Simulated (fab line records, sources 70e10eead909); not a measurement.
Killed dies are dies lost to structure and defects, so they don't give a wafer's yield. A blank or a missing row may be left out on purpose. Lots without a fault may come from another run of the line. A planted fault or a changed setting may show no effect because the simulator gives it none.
Which tool did it? | flow nand_harc | 12 lots, 36 wafers sampled, at 3 steps of a route of 1159

WHAT THE GAUGES READ, wafer by wafer
NHARC_P_CONTACT_CD_MEAS_19.
lot  | measured     | on        | cd_nm (nm)
L075 | day 6 01:31  | cd_sem-02 | 89.3 87.7 88.3
L076 | day 6 04:41  | cd_sem-01 | 89.9 88.7 87.6
L079 | day 7 00:50  | cd_sem-02 | 89.9 87.7 88.2
L080 | day 7 01:42  | cd_sem-02 | 92.2 91.9 89.0
L083 | day 7 21:11  | cd_sem-01 | 88.4 91.1 89.2
L085 | day 8 03:29  | cd_sem-02 | 91.2 87.6 90.9
L087 | day 8 19:05  | cd_sem-01 | 88.7 88.4 87.4
L089 | day 9 10:33  | cd_sem-03 | 90.8 91.3 90.7
L091 | day 9 18:17  | cd_sem-01 | 88.1 90.3 92.3
L093 | day 10 08:50 | cd_sem-03 | 90.3 92.9 89.1
L095 | day 10 22:10 | cd_sem-03 | 91.4 91.5 89.9
L097 | day 11 11:07 | cd_sem-02 | 91.2 91.5 91.8

WHICH TOOL RAN EACH LOT (tool, then ch and the chambers of the sampled wafers, then the start)
lot  | NHARC_P_GATE_STRIP_76                | NHARC_P_GATE_RTA_80
L075 | plasma_asher-02 ch 0,1, day 5 18:32  | rtp_anneal-01 ch 0, day 5 22:02
L076 | plasma_asher-01 ch 0,1, day 5 21:56  | rtp_anneal-02 ch 0, day 6 01:29
L079 | plasma_asher-01 ch 0,1, day 6 17:11  | rtp_anneal-02 ch 0, day 6 20:49
L080 | plasma_asher-01 ch 0,1, day 6 17:58  | rtp_anneal-01 ch 0, day 6 21:34
L083 | plasma_asher-02 ch 0,1, day 7 14:30  | rtp_anneal-02 ch 0, day 7 17:46
L085 | plasma_asher-02 ch 0,1, day 7 20:28  | rtp_anneal-02 ch 0, day 8 00:01
L087 | plasma_asher-02 ch 0,1, day 8 12:11  | rtp_anneal-02 ch 0, day 8 15:40
L089 | plasma_asher-01 ch 0,1, day 9 03:38  | rtp_anneal-01 ch 0, day 9 07:08
L091 | plasma_asher-02 ch 0,1, day 9 11:25  | rtp_anneal-01 ch 0, day 9 14:41
L093 | plasma_asher-02 ch 0,1, day 10 02:05 | rtp_anneal-02 ch 0, day 10 05:31
L095 | plasma_asher-01 ch 0,1, day 10 12:14 | rtp_anneal-02 ch 0, day 10 19:00
L097 | plasma_asher-01 ch 0,1, day 11 04:06 | rtp_anneal-02 ch 0, day 11 07:32
- NHARC_P_GATE_STRIP_76: strips in O2.
- NHARC_P_GATE_RTA_80: time 30 s.

THE ANSWER, worked out from the rows above alone
Rule: what is usual is taken from the lots themselves. Put in order of their means at a reading, lots are off if they are a third of the lots or fewer, leave a main group of 4 or more, and stand apart from it by a gap of 3 or more times the standard deviation of the main group's means; of several such gaps the widest counts. A main group whose means are all the same, to the digits that the tables above print for the reading, isn't used. A lot without any number at a reading at which 4 lots or more have one is off too. The other lots that the step has rows for count as sound.
No lot is off at any reading shown: from this, nothing can be told.

WHAT THE SIMULATOR HAD PUT IN
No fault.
